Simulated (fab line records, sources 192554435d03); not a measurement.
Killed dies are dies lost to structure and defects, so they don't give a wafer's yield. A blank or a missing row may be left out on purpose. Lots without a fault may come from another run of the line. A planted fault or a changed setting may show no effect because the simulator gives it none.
Which tool did it? | flow n5_finfet | 21 lots, 63 wafers sampled, at 2 steps of a route of 1938

WHAT THE GAUGES READ, wafer by wafer
N5_BEOL_M3_THK_MEAS_53: measures by xrf.
lot  | measured     | on            | M3_THK (nm)
L074 | day 7 15:39  | film_metro-02 | 38.5 37.9 36.9
L075 | day 7 20:22  | film_metro-02 | 37.9 37.9 39.0
L077 | day 8 12:52  | film_metro-02 | 39.8 40.0 42.0
L078 | day 9 05:28  | film_metro-01 | 39.5 38.9 42.4
L080 | day 9 05:59  | film_metro-01 | 37.5 38.3 36.6
L079 | day 9 06:27  | film_metro-01 | 38.4 40.8 39.5
L081 | day 9 09:11  | film_metro-01 | 38.2 40.7 38.1
L082 | day 9 20:06  | film_metro-01 | 37.6 39.2 40.6
L084 | day 11 00:02 | film_metro-01 | 37.8 39.9 41.3
L086 | day 11 02:41 | film_metro-02 | 38.1 38.1 40.7
L085 | day 11 05:03 | film_metro-02 | 36.6 38.4 39.3
L088 | day 11 08:28 | film_metro-02 | 33.6 36.4 39.5
L087 | day 11 09:34 | film_metro-02 | 38.8 38.7 39.1
L090 | day 11 12:46 | film_metro-01 | 38.5 38.0 37.8
L091 | day 11 16:47 | film_metro-01 | 36.9 37.2 36.5
L089 | day 11 17:59 | film_metro-01 | 35.7 38.0 40.2
L092 | day 12 09:04 | film_metro-02 | 39.6 40.3 41.1
L093 | day 13 03:25 | film_metro-02 | 38.3 39.3 40.6
L094 | day 13 04:45 | film_metro-02 | 37.5 40.3 39.9
L096 | day 13 11:17 | film_metro-02 | 39.2 38.9 37.2
L097 | day 13 16:47 | film_metro-01 | 36.6 36.8 39.1

WHICH TOOL RAN EACH LOT (tool, then ch and the chambers of the sampled wafers, then the start)
lot  | N5_BEOL_M3_CMP_52
L074 | cmp-01 ch 2,3, day 7 15:23
L075 | cmp-03 ch 0,1,3, day 7 20:04
L077 | cmp-01 ch 0,1,2, day 8 12:37
L078 | cmp-01 ch 1,2,3, day 9 05:12
L080 | cmp-03 ch 1,2,3, day 9 05:44
L079 | cmp-01 ch 0,1,2, day 9 06:10
L081 | cmp-01 ch 0,2,3, day 9 08:58
L082 | cmp-01 ch 1,2, day 9 19:50
L084 | cmp-03 ch 0,1, day 10 23:44
L086 | cmp-01 ch 0,2, day 11 02:26
L085 | cmp-04 ch 0,1,2, day 11 04:52
L088 | cmp-03 ch 0,2, day 11 08:13
L087 | cmp-01 ch 0,1,2, day 11 09:17
L090 | cmp-04 ch 0,1,2, day 11 12:28
L091 | cmp-03 ch 1,2,3, day 11 16:32
L089 | cmp-04 ch 0,1,3, day 11 17:41
L092 | cmp-04 ch 0,2, day 12 08:46
L093 | cmp-04 ch 0,2, day 13 03:09
L094 | cmp-03 ch 0,2,3, day 13 04:34
L096 | cmp-01 ch 0,2,3, day 13 11:04
L097 | cmp-03 ch 0,2,3, day 13 16:29
- N5_BEOL_M3_CMP_52: polishes, stops on SiOC, t overpolish 6.8 s, target thk 40 nm.

WHAT THE TOOLS THEMSELVES READ (means of the sampled wafers that have a number; where no wafer has one, the mark that the record gives instead)
N5_BEOL_M3_CMP_52.
lot  | tool   | barrier_field_endpoint_s (s) | motor_current_A (A) | overpolish_run_s (s) | time_to_endpoint_s (s)
L074 | cmp-01 | 24.7                         | 6.7                 | 6.805                | 64
L075 | cmp-03 | 24.5                         | 6.9                 | 6.793                | 62
L077 | cmp-01 | 24.9                         | 5.9                 | 6.797                | 65
L078 | cmp-01 | 25.1                         | 6.1                 | 6.794                | 66
L080 | cmp-03 | 24.0                         | 6.2                 | 6.784                | 63
L079 | cmp-01 | 25.6                         | 6.0                 | 6.790                | 64
L081 | cmp-01 | 25.8                         | 6.4                 | 6.797                | 69
L082 | cmp-01 | 24.9                         | 5.4                 | 6.795                | 62
L084 | cmp-03 | 24.8                         | 6.5                 | 6.793                | 63
L086 | cmp-01 | 25.3                         | 6.4                 | 6.798                | 65
L085 | cmp-04 | 24.5                         | 5.6                 | 6.803                | 63
L088 | cmp-03 | 24.2                         | 6.6                 | 6.805                | 59
L087 | cmp-01 | 24.3                         | 6.1                 | 6.798                | 61
L090 | cmp-04 | 24.6                         | 5.5                 | 6.794                | 57
L091 | cmp-03 | 24.7                         | 6.1                 | 6.803                | 63
L089 | cmp-04 | 24.9                         | 5.3                 | 6.797                | 64
L092 | cmp-04 | 23.8                         | 5.8                 | 6.802                | 57
L093 | cmp-04 | 24.6                         | 5.9                 | 6.799                | 62
L094 | cmp-03 | 24.4                         | 6.7                 | 6.799                | 63
L096 | cmp-01 | 24.5                         | 6.5                 | 6.796                | 62
L097 | cmp-03 | 24.5                         | 6.5                 | 6.799                | 60

THE ANSWER, worked out from the rows above alone
Rule: what is usual is taken from the lots themselves. Put in order of their means at a reading, lots are off if they are a third of the lots or fewer, leave a main group of 4 or more, and stand apart from it by a gap of 3 or more times the standard deviation of the main group's means; of several such gaps the widest counts. A main group whose means are all the same, to the digits that the tables above print for the reading, isn't used. A lot without any number at a reading at which 4 lots or more have one is off too. The other lots that the step has rows for count as sound. The gauges are gone through in route order, then the tools' own readings, and for those a lot's mean is taken as printed above. The first step at which some lot is off is used, and at that step the reading that is off furthest; a lot without a number counts as furthest.
No lot is off at any reading shown: from this, nothing can be told.

WHAT THE SIMULATOR HAD PUT IN
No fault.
